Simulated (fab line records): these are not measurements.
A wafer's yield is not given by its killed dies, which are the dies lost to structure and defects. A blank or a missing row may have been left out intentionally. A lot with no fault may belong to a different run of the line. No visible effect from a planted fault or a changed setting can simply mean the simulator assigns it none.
Matching of chambers :: flow n5-finfet :: 4 sister chambers for N5_BEOL_M7_ETCH_65 on rie-diel-03
The step etches SiARC in CF4, target depth 15.6 nm, time 26 s. 8 wafers are shown with their chamber, then 10 later ones without.

## WAFERS, EACH WITH ITS CHAMBER
wafer: L080.4
chamber: 1
drypump-motor-current-A (A): 5.2
throttle-valve-pct (%): 15.72

wafer: L088.1
chamber: 3
drypump-motor-current-A (A): 5.1
throttle-valve-pct (%): 15.52

wafer: L087.6
chamber: 1
drypump-motor-current-A (A): 5.2
throttle-valve-pct (%): 15.75

wafer: L090.1
chamber: 2
drypump-motor-current-A (A): 4.8
throttle-valve-pct (%): 15.13

wafer: L090.2
chamber: 3
drypump-motor-current-A (A): 5.1
throttle-valve-pct (%): 15.57

wafer: L090.5
chamber: 0
drypump-motor-current-A (A): 5.4
throttle-valve-pct (%): 15.71

wafer: L091.3
chamber: 0
drypump-motor-current-A (A): 5.3
throttle-valve-pct (%): 15.70

wafer: L091.4
chamber: 2
drypump-motor-current-A (A): 4.8
throttle-valve-pct (%): 15.13

## WAFERS WITH NO CHAMBER GIVEN
wafer: L091.6
drypump-motor-current-A (A): 4.8
throttle-valve-pct (%): 15.11

wafer: L093.1
drypump-motor-current-A (A): 5.1
throttle-valve-pct (%): 15.56

wafer: L093.4
drypump-motor-current-A (A): 4.8
throttle-valve-pct (%): 15.12

wafer: L093.6
drypump-motor-current-A (A): 5.2
throttle-valve-pct (%): 15.77

wafer: L097.3
drypump-motor-current-A (A): 5.1
throttle-valve-pct (%): 15.57

wafer: L097.4
drypump-motor-current-A (A): 5.3
throttle-valve-pct (%): 15.72

wafer: L097.6
drypump-motor-current-A (A): 5.1
throttle-valve-pct (%): 15.77

wafer: L096.1
drypump-motor-current-A (A): 5.2
throttle-valve-pct (%): 15.76

wafer: L096.3
drypump-motor-current-A (A): 5.1
throttle-valve-pct (%): 15.58

wafer: L096.5
drypump-motor-current-A (A): 5.1
throttle-valve-pct (%): 15.57

## CHAMBER TAKEN BY EACH
wafer: L091.6
from the rows above: 2
in truth: 2

wafer: L093.1
from the rows above: 3
in truth: 3

wafer: L093.4
from the rows above: 2
in truth: 2

wafer: L093.6
from the rows above: 1
in truth: 1

wafer: L097.3
from the rows above: 3
in truth: 3

wafer: L097.4
from the rows above: can't be placed: 0 or 1
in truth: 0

wafer: L097.6
from the rows above: 1
in truth: 1

wafer: L096.1
from the rows above: 1
in truth: 1

wafer: L096.3
from the rows above: 3
in truth: 3

wafer: L096.5
from the rows above: 3
in truth: 3
Correct placement for 9 of the 10. Not placeable from these rows: 1 (in 1, the candidates include the true chamber). 0 placed wrongly.
How it was worked out, from the rows above alone: a wafer's distance from a chamber is the root of the sum, over the readings, of the square of ((its reading less the chamber's mean) divided by the reading's scatter). The wafer belongs to the nearest chamber; if the next one is less than 2 further off, it can't be placed. A chamber's mean is the mean of its shown wafers. How the scatter is found: for the shown wafers, subtract from each reading the mean of its chamber, square and add these, divide the total by (wafers less chambers), then take the root.
